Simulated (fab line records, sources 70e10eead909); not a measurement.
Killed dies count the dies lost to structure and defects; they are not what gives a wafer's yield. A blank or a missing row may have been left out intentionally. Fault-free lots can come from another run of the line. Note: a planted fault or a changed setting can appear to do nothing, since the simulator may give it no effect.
A struck lot beside a sound one	flow nandHarc	14 out of 1302 route steps
Sound: wafers L267.2, L267.3, L267.4. Struck: wafer L270.2. (L270.1, L270.3 of the same lot were not struck and are left out.) The cause comes at the end.
Order at every step that has rows: each side's tool, ch and its chambers, its first start. Under that, the readings that differ: sound wafers	struck wafers	difference of the means	sigmas: that difference in standard deviations of wafers without a fault.
alike: words and numbers the same on both sides, and readings whose means are apart by under 2 such deviations; not compared: readings that were withheld, readings missing a value for some wafer, numbers with overlapping values and no deviation given by the record, and bounds like >300 which may hide the same value.
The two part at a step that has a row with sigmas, a row that says differs or no value, or rows on one side only. Numbers that don't overlap but have no deviation are shown without sigmas and don't part them. A reading that every wafer of one side lacks parts them only if that side has two wafers or more.

NHARC_A_STAIRCASE_ETCH_221: etches the open film in C4F8/O2, target depth 100 nm, time 40.5 s.
  sound: rieDiel-01 ch 0,2,3; struck: rieDiel-01 ch 1
reading	sound	struck	difference	sigmas
rfHoursCounterH (h)	50 47 50	8	-41	
  alike: oesProductAu, rfVppV
NHARC_A_STAIRCASE_TRIM_222: chemistry O2, time 211.2 s.
  sound: rieDiel-01 ch 1,2,3; struck: rieDiel-01 ch 1
reading	sound	struck	difference	sigmas
rfHoursCounterH (h)	50 52 50	8	-43	
  alike: drypumpMotorCurrentA, o2FlowSccm, oesProductAu, rfVppV, showerheadPlenumPTorr, throttleValvePct
then, 4 steps without rows for these wafers: NHARC_A_STAIRCASE_ETCH_223 (etches the open film in C4F8/O2, target depth 100 nm, time 40.5 s); NHARC_A_STAIRCASE_TRIM_224 (chemistry O2, time 211.2 s); NHARC_A_STAIRCASE_ETCH_225 (etches the open film in C4F8/O2, target depth 100 nm, time 40.5 s); NHARC_A_STAIRCASE_TRIM_226 (chemistry O2, time 211.2 s).
NHARC_A_STAIRCASE_ETCH_227: etches the open film in C4F8/O2, target depth 100 nm, time 40.5 s.
  sound: rieDiel-01 ch 0,2,3; struck: rieDiel-01 ch 2
reading	sound	struck	difference	sigmas
rfHoursCounterH (h)	47 51 51	8	-42	
  alike: oesProductAu, rfVppV
then, 3 steps without rows for these wafers: NHARC_A_STAIRCASE_TRIM_229 (chemistry O2, time 211.2 s); NHARC_A_STAIRCASE_ETCH_230 (etches the open film in C4F8/O2, target depth 100 nm, time 40.5 s); NHARC_A_STAIRCASE_TRIM_231 (chemistry O2, time 211.2 s).
NHARC_A_STAIRCASE_ETCH_232: etches the open film in C4F8/O2, target depth 100 nm, time 40.5 s.
  sound: rieDiel-01 ch 0,1,3; struck: rieDiel-03 ch 1
reading	sound	struck	difference	sigmas
rfHoursCounterH (h)	53 47 51	39	-11	
  alike: oesProductAu, rfVppV
NHARC_A_STAIRCASE_TRIM_233: chemistry O2, time 211.2 s.
  sound on rieDiel-01 ch 1,2,3, day 16 05:23; struck on rieDiel-03 ch 2, day 18 09:56
reading	sound	struck	difference	sigmas
oesProductAu (a.u.)	1.015 1.013 0.997	0.806	-0.202	-16
rfHoursCounterH (h)	53 51 51	43	-9	
  alike: drypumpMotorCurrentA, o2FlowSccm, rfVppV, showerheadPlenumPTorr, throttleValvePct
NHARC_A_STAIRCASE_ETCH_234: etches the open film in C4F8/O2, target depth 100 nm, time 40.5 s.
  sound: rieDiel-01 ch 0,2,3; struck: rieDiel-03 ch 2
reading	sound	struck	difference	sigmas
rfHoursCounterH (h)	51 51 47	43	-7	
  alike: oesProductAu, rfVppV
-- break in the record here, with 9 days between the starts of the struck wafers on either side (left off in module A_STAIRCASE, picked up again in module END, where the first step shown is number 1302 on the route) --
NHARC_END_SORT_01:
  at this point the record logs the struck wafers (prober-01 ch 0, day 27 08:07) and has no rows for the sound ones

WHERE THEY PART
Earliest at NHARC_A_STAIRCASE_TRIM_233; latest, in this record, at NHARC_END_SORT_01.

WHY: whatever the simulator had introduced
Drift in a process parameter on rieDiel-03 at NHARC_A_STAIRCASE_TRIM_233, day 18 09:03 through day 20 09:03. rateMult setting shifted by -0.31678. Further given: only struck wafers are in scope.
